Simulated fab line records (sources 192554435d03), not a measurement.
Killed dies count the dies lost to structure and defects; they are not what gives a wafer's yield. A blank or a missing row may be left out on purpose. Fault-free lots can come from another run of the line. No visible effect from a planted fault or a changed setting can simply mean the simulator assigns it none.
8D (eight disciplines) problem report, filled in by code ; flow n5_finfet ; the parts of the form that need people (team, actions taken, sign-off) are left out

## 1. WHAT WENT WRONG
On 2 wafers of 1 lot, oes_product_au at N5_BEOL_M0_SAQP_MANDREL_ETCH_20 has a mean of 0.686 a.u.; fault-free wafers read 0.777 a.u., standard deviation 0.012. That is -7.5 standard deviations from the usual mean.
The step: etches a-Si in HBr/Cl2, stops on SiNx, target depth 60 nm, bt time 10 s, time 30 s.
Seen first at day 8 20:09 on rie_si-06, wafer L349.4. At this step, 26 wafers from 9 lots have a number in the record. Rule for "out", or "out of limits": more than 4 standard deviations from the usual mean. The rest of the wafers with a number are treated as sound.

## 2. WHAT IT IS AND WHAT IT IS NOT
question;is;is not
which readings at this step;oes_product_au;drypump_motor_current_A, throttle_valve_pct
which lots;L349;L336, L339, L340, L353, L354, L356, L358, L359
which wafers of those lots;all that have a number;-
read on which tools;rie_si-06;rie_si-02, rie_si-05
when;from day 8 20:09;"up to then (9 sound wafers); but 15 sound wafers of L353, L354, L356, L358, L359 came after"

## 3. WHAT RULES OUT EACH SUSPECT
Counting: any tool at a process step up to the reading is kept as a suspect provided that every lot that is out went through it and no sound lot did after the first of them.
- pecvd-04 at N5_BEOL_M0_SAQP_PECVD_97 (deposits SiNx from SiH4/NH3/N2, target thk 23 nm, time 19.9 s): ruled out as a lasting fault. After its first lot that is out, L349 (day 8 19:16), sound lots L356, L359 ran on it.
- rie_si-06 at N5_BEOL_M0_SAQP_MANDREL_ETCH_20 (etches a-Si in HBr/Cl2, stops on SiNx, target depth 60 nm, bt time 10 s, time 30 s): ruled out as a lasting fault. After its first lot that is out, L349 (day 8 20:09), sound lots L359 ran on it.
Left after counting: nothing in the record.

## 4. THE CAUSE (what the simulator had put in)
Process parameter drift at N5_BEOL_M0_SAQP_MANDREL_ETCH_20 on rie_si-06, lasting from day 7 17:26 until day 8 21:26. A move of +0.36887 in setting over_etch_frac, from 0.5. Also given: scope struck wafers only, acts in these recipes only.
Counting ruled it out, wrongly.

## 5. THE EFFECT CHAIN, in route order
Rows list readings where the struck wafers' mean (over those with a number) sits beyond 3 standard deviations from the usual. Only readings whose record carries a usual standard deviation are examined. hours: median over the lots of the time between each lot's start at the first step of this table that gives one and its start at this step. sigmas: the change, counted in usual standard deviations.
hours;step;reading;usual;on struck wafers;change;sigmas
0;N5_BEOL_M0_SAQP_MANDREL_ETCH_20;oes_product_au;0.777 a.u.;0.686;-0.091;-7.5
The process steps in it:
- N5_BEOL_M0_SAQP_MANDREL_ETCH_20: etches a-Si in HBr/Cl2, stops on SiNx, target depth 60 nm, bt time 10 s, time 30 s.
Later steps that measure or inspect, where all struck wafers having a row at the step show a number for every such reading and not one has moved that far: N5_BEOL_M4_RC_MEAS_101.

## 6. HOW IT WOULD HAVE BEEN CAUGHT EARLIER
In this record the first reading out of limits was taken at day 8 20:09, 27 hours after the fault began at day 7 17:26.
